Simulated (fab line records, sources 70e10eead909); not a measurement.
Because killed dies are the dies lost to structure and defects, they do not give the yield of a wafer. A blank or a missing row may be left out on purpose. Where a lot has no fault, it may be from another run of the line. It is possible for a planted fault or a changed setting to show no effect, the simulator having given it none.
Chamber matching :: flow nand-harc :: NHARC_THIN_TSV_DESCUM_14 on rie-diel-09 has 4 sister chambers
The step chemistry O2, time 3 s. 14 wafers are shown with their chamber, then 7 later ones without.

== EACH WAFER AND ITS CHAMBER ==
wafer: L331.2
chamber: 1
drypump-motor-current-A (A): 5.9
oes-product-au (a.u.): 0.995
throttle-valve-pct (%): 11.311

wafer: L331.3
chamber: 3
drypump-motor-current-A (A): 6.3
oes-product-au (a.u.): 0.998
throttle-valve-pct (%): 11.310

wafer: L331.4
chamber: 0
drypump-motor-current-A (A): 5.6
oes-product-au (a.u.): 0.981
throttle-valve-pct (%): 11.338

wafer: L333.4
chamber: 1
drypump-motor-current-A (A): 5.9
oes-product-au (a.u.): 0.997
throttle-valve-pct (%): 11.310

wafer: L333.5
chamber: 0
drypump-motor-current-A (A): 5.6
oes-product-au (a.u.): 1.001
throttle-valve-pct (%): 11.313

wafer: L333.6
chamber: 3
drypump-motor-current-A (A): 6.4
oes-product-au (a.u.): 1.001
throttle-valve-pct (%): 11.303

wafer: L343.1
chamber: 0
drypump-motor-current-A (A): 5.6
oes-product-au (a.u.): 0.992
throttle-valve-pct (%): 11.305

wafer: L343.3
chamber: 2
drypump-motor-current-A (A): 5.8
oes-product-au (a.u.): 1.011
throttle-valve-pct (%): 11.325

wafer: L343.4
chamber: 1
drypump-motor-current-A (A): 5.8
oes-product-au (a.u.): 1.006
throttle-valve-pct (%): 11.315

wafer: L346.1
chamber: 2
drypump-motor-current-A (A): 5.9
oes-product-au (a.u.): 1.014
throttle-valve-pct (%): 11.310

wafer: L346.2
chamber: 0
drypump-motor-current-A (A): 5.6
oes-product-au (a.u.): 0.995
throttle-valve-pct (%): 11.324

wafer: L346.5
chamber: 1
drypump-motor-current-A (A): 5.8
oes-product-au (a.u.): 1.004
throttle-valve-pct (%): 11.298

wafer: L345.1
chamber: 0
drypump-motor-current-A (A): 5.6
oes-product-au (a.u.): 0.997
throttle-valve-pct (%): 11.294

wafer: L345.3
chamber: 2
drypump-motor-current-A (A): 5.9
oes-product-au (a.u.): 1.014
throttle-valve-pct (%): 11.305

SIGNATURES, as means of the wafers listed above
reading: drypump-motor-current-A
chamber 0: 5.600
chamber 1: 5.850
chamber 2: 5.867
chamber 3: 6.350
scatter within a chamber: 0.0465

reading: oes-product-au
chamber 0: 0.99320
chamber 1: 1.00050
chamber 2: 1.01300
chamber 3: 0.99950
scatter within a chamber: 0.00569

reading: throttle-valve-pct
chamber 0: 11.31480
chamber 1: 11.30850
chamber 2: 11.31333
chamber 3: 11.30650
scatter within a chamber: 0.0125
Rule: distance of a wafer from a chamber = root of the sum over the readings of ((wafer's reading minus chamber's mean) / reading's scatter) squared. The wafer belongs to the nearest chamber; if the next one is less than 2 further off, it can't be placed. The scatter: the root of (the sum of the squares of (reading less its chamber's mean) over the shown wafers, divided by (wafers less chambers)).

== WAFERS MISSING THEIR CHAMBER ==
wafer: L345.5
drypump-motor-current-A (A): 5.6
oes-product-au (a.u.): 1.005
throttle-valve-pct (%): 11.305

wafer: L350.1
drypump-motor-current-A (A): 6.4
oes-product-au (a.u.): 1.003
throttle-valve-pct (%): 11.304

wafer: L350.2
drypump-motor-current-A (A): 5.6
oes-product-au (a.u.): 1.002
throttle-valve-pct (%): 11.305

wafer: L350.5
drypump-motor-current-A (A): 5.9
oes-product-au (a.u.): 1.010
throttle-valve-pct (%): 11.309

wafer: L347.1
drypump-motor-current-A (A): 5.7
oes-product-au (a.u.): 0.997
throttle-valve-pct (%): 11.308

wafer: L347.2
drypump-motor-current-A (A): 5.8
oes-product-au (a.u.): 1.013
throttle-valve-pct (%): 11.321

wafer: L347.4
drypump-motor-current-A (A): 5.9
oes-product-au (a.u.): 1.003
throttle-valve-pct (%): 11.314

== EACH ONE'S CHAMBER ==
wafer: L345.5
from the rows above: 0
in truth: 0

wafer: L350.1
from the rows above: 3
in truth: 3

wafer: L350.2
from the rows above: 0
in truth: 0

wafer: L350.5
from the rows above: can't be placed: 2 or 1
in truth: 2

wafer: L347.1
from the rows above: can't be placed: 0 or 1
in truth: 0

wafer: L347.2
from the rows above: can't be placed: 2 or 1
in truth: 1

wafer: L347.4
from the rows above: can't be placed: 1 or 2
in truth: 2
Correct placement for 3 of the 7. From these rows, 4 cannot be placed; in 4 the true chamber is one of the candidates. Placed wrongly: 0.
